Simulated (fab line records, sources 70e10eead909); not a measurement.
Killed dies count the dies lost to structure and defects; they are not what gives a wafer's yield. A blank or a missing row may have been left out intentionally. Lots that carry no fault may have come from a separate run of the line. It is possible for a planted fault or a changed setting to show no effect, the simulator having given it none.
Matching of chambers || flow nand_harc || 3 sister chambers for NHARC_A_STAIRCASE_DEP_417 on pecvd-02
The step deposits Si3N4, target thk 60 nm. 3 wafers are shown with their chamber, then 9 later ones without.

## EACH WAFER AND ITS CHAMBER
{"wafer": "L080.6", "chamber": 1, "heater_power_w (W)": 610}
{"wafer": "L081.3", "chamber": 0, "heater_power_w (W)": 672}
{"wafer": "L081.5", "chamber": 2, "heater_power_w (W)": 855}

## WAFERS WITHOUT THEIR CHAMBER
{"wafer": "L094.1", "heater_power_w (W)": 555}
{"wafer": "L094.4", "heater_power_w (W)": 821}
{"wafer": "L094.6", "heater_power_w (W)": 556}
{"wafer": "L093.1", "heater_power_w (W)": 520}
{"wafer": "L093.5", "heater_power_w (W)": 595}
{"wafer": "L093.6", "heater_power_w (W)": 527}
{"wafer": "L095.2", "heater_power_w (W)": 783}
{"wafer": "L095.3", "heater_power_w (W)": 508}
{"wafer": "L095.6", "heater_power_w (W)": 533}

## WHICH CHAMBER EACH ONE RAN IN
{"wafer": "L094.1", "from the rows above": "can't be placed: 1 or 0", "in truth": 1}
{"wafer": "L094.4", "from the rows above": "can't be placed: 2 or 0", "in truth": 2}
{"wafer": "L094.6", "from the rows above": "can't be placed: 1 or 0", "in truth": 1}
{"wafer": "L093.1", "from the rows above": "can't be placed: 1 or 0", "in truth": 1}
{"wafer": "L093.5", "from the rows above": "can't be placed: 1 or 0", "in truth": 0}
{"wafer": "L093.6", "from the rows above": "can't be placed: 1 or 0", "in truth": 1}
{"wafer": "L095.2", "from the rows above": "can't be placed: 2 or 0 or 1", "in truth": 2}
{"wafer": "L095.3", "from the rows above": "can't be placed: 1 or 0", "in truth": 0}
{"wafer": "L095.6", "from the rows above": "can't be placed: 1 or 0", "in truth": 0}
Correct placement for 0 of the 9. From these rows, 9 cannot be placed; in 9 the true chamber is one of the candidates. Wrongly placed: 0.
How it was worked out, from the rows above alone: a wafer's distance from a chamber is the root of the sum, over the readings, of the square of ((its reading less the chamber's mean) divided by the reading's scatter). The wafer belongs to the nearest chamber; if the next one is less than 2 further off, it can't be placed. Each chamber's mean is taken over the wafers shown for it. The scatter: root of mean squared gap, hidden wafer to nearest shown wafer, with one shown wafer a chamber.
